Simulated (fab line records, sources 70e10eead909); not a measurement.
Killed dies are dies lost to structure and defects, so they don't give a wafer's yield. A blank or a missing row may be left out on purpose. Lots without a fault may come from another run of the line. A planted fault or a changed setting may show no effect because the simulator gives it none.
Chamber matching | flow nand_harc | NHARC_P_STI_ETCH_15 on rie_si-02: 4 sister chambers
The step etches the open film in HBr/Cl2, target depth 300 nm, time 100.1 s. 8 wafers are shown with their chamber, then 7 later ones without.

WAFERS WITH THEIR CHAMBER
wafer  | chamber | drypump_motor_current_A (A) | oes_product_au (a.u.)
L738.4 | 2       | 5.7                         | 0.989
L740.5 | 2       | 5.7                         | 1.014
L742.1 | 3       | 5.9                         | 1.009
L743.1 | 0       | 4.9                         | 0.990
L743.2 | 1       | 5.6                         | 1.012
L743.6 | 3       | 5.9                         | 1.022
L746.1 | 1       | 5.6                         | 1.019
L746.4 | 0       | 5.0                         | 0.996

WAFERS WITHOUT THEIR CHAMBER
wafer  | drypump_motor_current_A (A) | oes_product_au (a.u.)
L746.6 | 5.7                         | 1.003
L754.1 | 6.0                         | 1.035
L754.5 | 5.9                         | 1.036
L754.6 | 5.7                         | 1.012
L755.1 | 5.0                         | 0.999
L755.3 | 5.6                         | 1.013
L755.5 | 5.6                         | 1.006

WHICH CHAMBER EACH WENT THROUGH
wafer  | from the rows above     | in truth
L746.6 | 2                       | 2
L754.1 | 3                       | 3
L754.5 | 3                       | 3
L754.6 | can't be placed: 2 or 1 | 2
L755.1 | 0                       | 0
L755.3 | 1                       | 1
L755.5 | can't be placed: 1 or 2 | 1
Placed correctly: 5 of 7. Can't be placed from these rows: 2 (the true chamber is among the candidates in 2). Placed wrongly: 0.
How it was worked out, from the rows above alone: a wafer's distance from a chamber is the root of the sum, over the readings, of the square of ((its reading less the chamber's mean) divided by the reading's scatter). The wafer belongs to the nearest chamber; if the next one is less than 2 further off, it can't be placed. A chamber's mean is the mean of its shown wafers. The scatter: the root of (the sum of the squares of (reading less its chamber's mean) over the shown wafers, divided by (wafers less chambers)).
